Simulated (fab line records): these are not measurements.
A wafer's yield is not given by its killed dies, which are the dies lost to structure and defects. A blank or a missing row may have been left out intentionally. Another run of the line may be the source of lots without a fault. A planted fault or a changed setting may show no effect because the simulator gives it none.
Chamber matching ; flow n5-finfet ; pecvd-03 running N5_FIN_SAQP_PECVD_47: 3 sister chambers
The step deposits a-Si from SiH4/He, target thk 45 nm, time 36.3 s. 14 wafers are shown with their chamber, then 7 later ones without.

## WAFERS PAIRED WITH THEIR CHAMBERS
wafer;chamber;throttle-valve-pct (%);showerhead-plenum-p-Torr (Torr);heater-power-w (W)
L075.2;1;17.8;5.66;773
L075.4;1;17.5;5.65;780
L075.5;0;18.3;5.64;876
L076.2;2;17.3;5.60;775
L076.3;1;17.6;5.67;811
L076.5;0;18.2;5.64;770
L077.1;1;17.7;5.65;835
L077.2;2;17.5;5.62;871
L077.4;1;17.7;5.65;837
L085.2;1;17.4;5.66;826
L085.4;2;17.2;5.63;837
L085.6;0;18.3;5.64;774
L090.1;0;18.5;5.64;758
L090.5;0;18.6;5.65;757

SIGNATURES (means of the wafers above)
reading;chamber 0;chamber 1;chamber 2;scatter within a chamber
throttle-valve-pct;18.380;17.617;17.333;0.155
showerhead-plenum-p-Torr;5.6420;5.6567;5.6167;0.00894
heater-power-w;787.00;810.33;827.67;41.3
Rule: a wafer's distance from a chamber is the root of the sum, over the readings, of the square of ((its reading less the chamber's mean) divided by the reading's scatter). The wafer belongs to the nearest chamber; if the next one is less than 2 further off, it can't be placed. The scatter is the square root of a quotient: the sum, over the shown wafers, of each reading's squared deviation from its chamber's mean, divided by wafers minus chambers.

## WAFERS MISSING THEIR CHAMBER
wafer;throttle-valve-pct (%);showerhead-plenum-p-Torr (Torr);heater-power-w (W)
L090.6;17.8;5.65;820
L091.1;18.2;5.64;772
L091.2;17.4;5.64;803
L091.4;17.2;5.61;901
L096.1;18.7;5.65;787
L096.3;17.0;5.61;879
L096.4;17.8;5.65;767

## THE CHAMBER EACH PASSED THROUGH
wafer;from the rows above;in truth
L090.6;1;1
L091.1;0;0
L091.2;can't be placed: 1 or 2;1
L091.4;2;2
L096.1;0;0
L096.3;2;2
L096.4;1;1
Correctly placed: 6 of 7. These rows do not allow placing 1 (true chamber among the candidates in 1). 0 placed wrongly.
